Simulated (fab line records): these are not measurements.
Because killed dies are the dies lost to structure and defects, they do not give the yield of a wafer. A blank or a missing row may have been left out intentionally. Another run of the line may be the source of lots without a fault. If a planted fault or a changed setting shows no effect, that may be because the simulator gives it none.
Which tool was responsible? | flow n5 finfet | 12 lots, 36 wafers sampled, at 5 steps of a route of 1938

== WHAT THE GAUGES SHOWED, per wafer ==
Not one reading of a measure or inspect step in the record can be checked against a usual standard deviation.

== TOOL THAT RAN EACH LOT (tool first, then ch and the chambers of the sampled wafers, then the start) ==
lot  | N5_BEOL_M5_CURE_80            | N5_BEOL_M5_DEGAS_44          | N5_BEOL_M5_SPUTTER_81        | N5_BEOL_M5_SPUTTER_90        | N5_PASSIVATION_PROBE_49
L665 | uv cure-03 ch 1, day 9 01:41  | pvd sputter-03, day 9 02:01  | pvd sputter-02, day 9 04:23  | pvd sputter-02, day 9 07:38  | prober-01, day 13 11:31
L666 | uv cure-02 ch 2, day 9 19:58  | pvd sputter-03, day 9 22:01  | pvd sputter-03, day 9 23:55  | pvd sputter-03, day 10 03:10 | prober-02, day 14 04:22
L670 | uv cure-01 ch 1, day 10 08:31 | pvd sputter-01, day 10 08:59 | pvd sputter-02, day 10 12:56 | pvd sputter-02, day 10 16:11 | prober-01, day 14 16:50
L669 | uv cure-03 ch 0, day 10 08:32 | pvd sputter-02, day 10 09:01 | pvd sputter-01, day 10 10:52 | pvd sputter-01, day 10 14:08 | prober-01, day 14 04:53
L671 | uv cure-01 ch 2, day 11 09:38 | pvd sputter-02, day 11 10:49 | pvd sputter-03, day 11 12:29 | pvd sputter-03, day 11 15:44 | prober-01, day 15 06:35
L678 | uv cure-02 ch 1, day 11 23:04 | pvd sputter-02, day 11 23:25 | pvd sputter-03, day 12 02:37 | pvd sputter-03, day 12 05:53 | prober-02, day 16 00:14
L679 | uv cure-02 ch 2, day 13 02:16 | pvd sputter-02, day 13 02:39 | pvd sputter-03, day 13 05:49 | pvd sputter-03, day 13 09:05 | prober-01, day 17 00:03
L680 | uv cure-03 ch 1, day 13 05:20 | pvd sputter-01, day 13 05:41 | pvd sputter-02, day 13 07:41 | pvd sputter-02, day 13 10:57 | prober-01, day 17 12:49
L681 | uv cure-02 ch 2, day 13 10:38 | pvd sputter-03, day 13 11:04 | pvd sputter-03, day 13 12:49 | pvd sputter-03, day 13 16:04 | prober-02, day 17 13:26
L685 | uv cure-03 ch 0, day 14 07:20 | pvd sputter-02, day 14 07:45 | pvd sputter-02, day 14 09:35 | pvd sputter-02, day 14 12:50 | prober-02, day 18 09:38
L686 | uv cure-03 ch 1, day 15 01:35 | pvd sputter-02, day 15 01:55 | pvd sputter-02, day 15 05:13 | pvd sputter-02, day 15 08:29 | prober-01, day 19 00:21
L687 | uv cure-02 ch 0, day 15 04:19 | pvd sputter-01, day 15 04:41 | pvd sputter-01, day 15 06:36 | pvd sputter-01, day 15 09:52 | prober-01, day 19 06:24
- N5_BEOL_M5_CURE_80: cures SiCOH lowk, time 120 s.
- N5_BEOL_M5_DEGAS_44: time 60 s.
- N5_BEOL_M5_SPUTTER_81: material Cu, target thk 15 nm, time 27.62 s.
- N5_BEOL_M5_SPUTTER_90: material Cu, target thk 4.5 nm, time 8.29 s.
- N5_PASSIVATION_PROBE_49

== AS READ BY THE TOOLS THEMSELVES (means over the sampled wafers that have a number; for cases with no such wafer, the mark the record gives instead) ==
N5_BEOL_M5_CURE_80. Usual: lamp power pct 52.31 %, standard deviation 0.05; wafer_temp_C_max 371.9, standard deviation 0.51.
lot  | tool       | lamp power pct (%) | wafer_temp_C_max | flag
L665 | uv cure-03 | 52.32              | 371.3            |
L666 | uv cure-02 | 52.33              | 371.9            |
L670 | uv cure-01 | 52.30              | 372.1            |
L669 | uv cure-03 | 52.30              | 372.0            |
L671 | uv cure-01 | 52.34              | 371.8            |
L678 | uv cure-02 | 52.30              | 371.8            |
L679 | uv cure-02 | 52.25              | 371.9            |
L680 | uv cure-03 | 52.34              | 371.1            |
L681 | uv cure-02 | 52.32              | 372.3            |
L685 | uv cure-03 | 52.30              | 372.0            |
L686 | uv cure-03 | 52.32              | 371.4            |
L687 | uv cure-02 | 52.34              | 371.3            |

N5_BEOL_M5_DEGAS_44. Usual: heater power w reads 323 W (standard deviation 28).
lot  | tool           | heater power w (W) | flag
L665 | pvd sputter-03 | 333                |
L666 | pvd sputter-03 | 322                |
L670 | pvd sputter-01 | 321                |
L669 | pvd sputter-02 | 329                |
L671 | pvd sputter-02 | 326                |
L678 | pvd sputter-02 | 293                |
L679 | pvd sputter-02 | 327                |
L680 | pvd sputter-01 | 321                |
L681 | pvd sputter-03 | 320                |
L685 | pvd sputter-02 | 300                |
L686 | pvd sputter-02 | 321                |
L687 | pvd sputter-01 | 323                |

N5_BEOL_M5_SPUTTER_81. Usual: chamber pressure pa 0.07 Pa, standard deviation 0.00015; throttle valve pct 29.9 %, standard deviation 0.91.
lot  | tool           | chamber pressure pa (Pa) | throttle valve pct (%) | flag
L665 | pvd sputter-02 | 0.07                     | 30.1                   |
L666 | pvd sputter-03 | 0.07                     | 29.8                   |
L670 | pvd sputter-02 | 0.07                     | 30.2                   |
L669 | pvd sputter-01 | 0.07                     | 30.0                   |
L671 | pvd sputter-03 | 0.07                     | 29.5                   |
L678 | pvd sputter-03 | 0.07                     | 28.8                   |
L679 | pvd sputter-03 | 0.07                     | 29.6                   |
L680 | pvd sputter-02 | 0.07                     | 30.1                   |
L681 | pvd sputter-03 | 0.07                     | 30.2                   |
L685 | pvd sputter-02 | 0.07                     | 29.8                   |
L686 | pvd sputter-02 | 0.07                     | 30.0                   |
L687 | pvd sputter-01 | 0.07                     | 30.0                   |

N5_BEOL_M5_SPUTTER_90. Usual: chamber pressure pa 0.07001 Pa, standard deviation 0.00015; throttle valve pct 29.9 %, standard deviation 0.87.
lot  | tool           | chamber pressure pa (Pa) | throttle valve pct (%) | flag
L665 | pvd sputter-02 | 0.07002                  | 30.1                   |
L666 | pvd sputter-03 | 0.07001                  | 30.0                   |
L670 | pvd sputter-02 | 0.07020                  | 29.9                   |
L669 | pvd sputter-01 | 0.07008                  | 30.1                   |
L671 | pvd sputter-03 | 0.07010                  | 29.6                   |
L678 | pvd sputter-03 | 0.07004                  | 28.7                   |
L679 | pvd sputter-03 | 0.06997                  | 28.7                   |
L680 | pvd sputter-02 | 0.07018                  | 30.0                   |
L681 | pvd sputter-03 | 0.07017                  | 29.7                   |
L685 | pvd sputter-02 | 0.07007                  | 29.9                   |
L686 | pvd sputter-02 | 0.07001                  | 29.9                   |
L687 | pvd sputter-01 | 0.06996                  | 30.0                   |

N5_PASSIVATION_PROBE_49. Usual: defect limited yield 91.1 %, standard deviation 1.5; killed_at_M0_to_M3 33, standard deviation 9.9; killed_at_M4_up 14, standard deviation 5.2; killed at contacts 12, standard deviation 6.7; killed at front end 43, standard deviation 13; killed at other 3.4, standard deviation 2.7; killed dies 105, standard deviation 17; killed open 69, standard deviation 13; killed short 33, standard deviation 7.5; sort_bin_5_function 5.2 %, standard deviation 0.91; sort_bin_6_memory 3.3 %, standard deviation 0.71; sort_bin_8_speed 0.00 %, standard deviation 0.032; sort n pass 1075, standard deviation 17; sort yield pct 91.1 %, standard deviation 1.5.
lot  | tool      | defect limited yield (%) | killed_at_M0_to_M3 | killed_at_M4_up | killed at contacts | killed at front end | killed at other | killed dies | killed open | killed short | sort_bin_5_function (%) | sort_bin_6_memory (%) | sort_bin_8_speed (%) | sort n pass | sort yield pct (%) | flag
L665 | prober-01 | 89.1                     | 25                 | 18              | 17                 | 65                  | 3.7             | 129         | 89          | 36           | 6.3                     | 4.1                   | 0.00                 | 1051        | 89.1               |
L666 | prober-02 | 91.8                     | 39                 | 12              | 6                  | 40                  | 1.3             | 97          | 63          | 34           | 5.0                     | 2.9                   | 0.00                 | 1083        | 91.8               |
L670 | prober-01 | 91.6                     | 26                 | 9               | 15                 | 49                  | 1.0             | 100         | 60          | 38           | 4.8                     | 3.2                   | 0.00                 | 1080        | 91.6               |
L669 | prober-01 | 91.0                     | 25                 | 19              | 5                  | 53                  | 5.3             | 107         | 69          | 36           | 5.3                     | 3.6                   | 0.00                 | 1073        | 91.0               |
L671 | prober-01 | 90.9                     | 40                 | 16              | 10                 | 40                  | 1.0             | 108         | 70          | 33           | 5.1                     | 3.4                   | 0.00                 | 1072        | 90.9               |
L678 | prober-02 | 91.9                     | 36                 | 12              | 16                 | 29                  | 3.3             | 96          | 60          | 35           | 5.4                     | 2.6                   | 0.06                 | 1084        | 91.8               |
L679 | prober-01 | 92.6                     | 27                 | 9               | 5                  | 46                  | 0.7             | 88          | 59          | 28           | 4.7                     | 2.6                   | 0.00                 | 1092        | 92.6               |
L680 | prober-01 | 90.4                     | 36                 | 23              | 24                 | 25                  | 4.7             | 113         | 83          | 28           | 5.8                     | 3.4                   | 0.00                 | 1067        | 90.4               |
L681 | prober-02 | 89.1                     | 36                 | 13              | 12                 | 66                  | 2.3             | 129         | 85          | 43           | 6.4                     | 4.3                   | 0.00                 | 1051        | 89.1               |
L685 | prober-02 | 92.9                     | 35                 | 14              | 4                  | 24                  | 7.0             | 84          | 55          | 29           | 4.1                     | 2.6                   | 0.00                 | 1096        | 92.9               |
L686 | prober-01 | 91.6                     | 37                 | 9               | 10                 | 40                  | 3.0             | 99          | 65          | 34           | 4.6                     | 3.6                   | 0.00                 | 1081        | 91.6               |
L687 | prober-01 | 90.1                     | 43                 | 13              | 13                 | 45                  | 3.3             | 117         | 71          | 42           | 5.6                     | 3.8                   | 0.00                 | 1063        | 90.1               |

== THE ANSWER, worked out from the rows above alone ==
Rule: take the mean of a lot's wafers that have a number; if it is more than 3 standard deviations from the usual mean, the lot is off. A lot without any number at a reading at which 4 lots or more have one is off too. Any other lot the step has rows for is counted as sound. First the gauges in route order, then the tools' own readings, where a lot's mean is used as printed above. The first step at which some lot is off is used, and at that step the reading that is off furthest; a lot without a number counts as furthest.
No lot is off at any reading shown: from this, nothing can be told.

== WHAT WAS PUT IN BY THE SIMULATOR ==
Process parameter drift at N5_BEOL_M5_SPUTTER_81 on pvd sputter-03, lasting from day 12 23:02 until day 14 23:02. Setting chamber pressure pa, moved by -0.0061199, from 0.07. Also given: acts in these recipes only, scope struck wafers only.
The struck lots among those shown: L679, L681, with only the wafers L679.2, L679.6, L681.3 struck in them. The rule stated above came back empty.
